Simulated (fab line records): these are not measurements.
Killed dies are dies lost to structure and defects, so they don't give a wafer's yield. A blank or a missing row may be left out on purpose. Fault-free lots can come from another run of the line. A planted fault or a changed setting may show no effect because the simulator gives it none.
Chamber matching :: flow nand_harc :: NHARC_P_GATE_ETCH_32 on rie_si-03: 4 sister chambers
The step etches the open film in HBr/Cl2, target depth 150 nm, time 100.1 s. 8 wafers are shown with their chamber, then 8 later ones without.

## WAFERS PAIRED WITH THEIR CHAMBERS
wafer: L075.1
chamber: 3
drypump_motor_current_A (A): 6.4
oes_product_au (a.u.): 1.006

wafer: L076.4
chamber: 0
drypump_motor_current_A (A): 5.8
oes_product_au (a.u.): 1.007

wafer: L077.2
chamber: 3
drypump_motor_current_A (A): 6.4
oes_product_au (a.u.): 0.991

wafer: L077.6
chamber: 1
drypump_motor_current_A (A): 5.7
oes_product_au (a.u.): 1.000

wafer: L083.1
chamber: 0
drypump_motor_current_A (A): 5.8
oes_product_au (a.u.): 0.998

wafer: L083.2
chamber: 2
drypump_motor_current_A (A): 5.5
oes_product_au (a.u.): 1.019

wafer: L083.3
chamber: 1
drypump_motor_current_A (A): 5.8
oes_product_au (a.u.): 1.009

wafer: L089.2
chamber: 2
drypump_motor_current_A (A): 5.5
oes_product_au (a.u.): 1.014

## WAFERS WHOSE CHAMBER IS MISSING
wafer: L089.3
drypump_motor_current_A (A): 6.4
oes_product_au (a.u.): 1.001

wafer: L089.5
drypump_motor_current_A (A): 5.8
oes_product_au (a.u.): 1.007

wafer: L091.2
drypump_motor_current_A (A): 6.4
oes_product_au (a.u.): 1.011

wafer: L091.4
drypump_motor_current_A (A): 5.5
oes_product_au (a.u.): 1.009

wafer: L091.5
drypump_motor_current_A (A): 5.7
oes_product_au (a.u.): 1.013

wafer: L096.2
drypump_motor_current_A (A): 5.5
oes_product_au (a.u.): 1.020

wafer: L096.3
drypump_motor_current_A (A): 5.8
oes_product_au (a.u.): 1.008

wafer: L096.5
drypump_motor_current_A (A): 5.8
oes_product_au (a.u.): 1.004

## THE CHAMBER EACH PASSED THROUGH
wafer: L089.3
from the rows above: 3
in truth: 3

wafer: L089.5
from the rows above: can't be placed: 0 or 1
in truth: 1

wafer: L091.2
from the rows above: 3
in truth: 3

wafer: L091.4
from the rows above: 2
in truth: 2

wafer: L091.5
from the rows above: can't be placed: 1 or 0
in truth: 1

wafer: L096.2
from the rows above: 2
in truth: 2

wafer: L096.3
from the rows above: can't be placed: 0 or 1
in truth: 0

wafer: L096.5
from the rows above: can't be placed: 0 or 1
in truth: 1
Placed correctly: 4 of 8. Unplaceable from these rows: 4, with the true chamber sitting among the candidates in 4. Number placed wrongly: 0.
How it was worked out, from the rows above alone: a wafer's distance from a chamber is the root of the sum, over the readings, of the square of ((its reading less the chamber's mean) divided by the reading's scatter). The wafer belongs to the nearest chamber; if the next one is less than 2 further off, it can't be placed. Each chamber's mean is taken over the wafers shown for it. How the scatter is found: for the shown wafers, subtract from each reading the mean of its chamber, square and add these, divide the total by (wafers less chambers), then take the root.
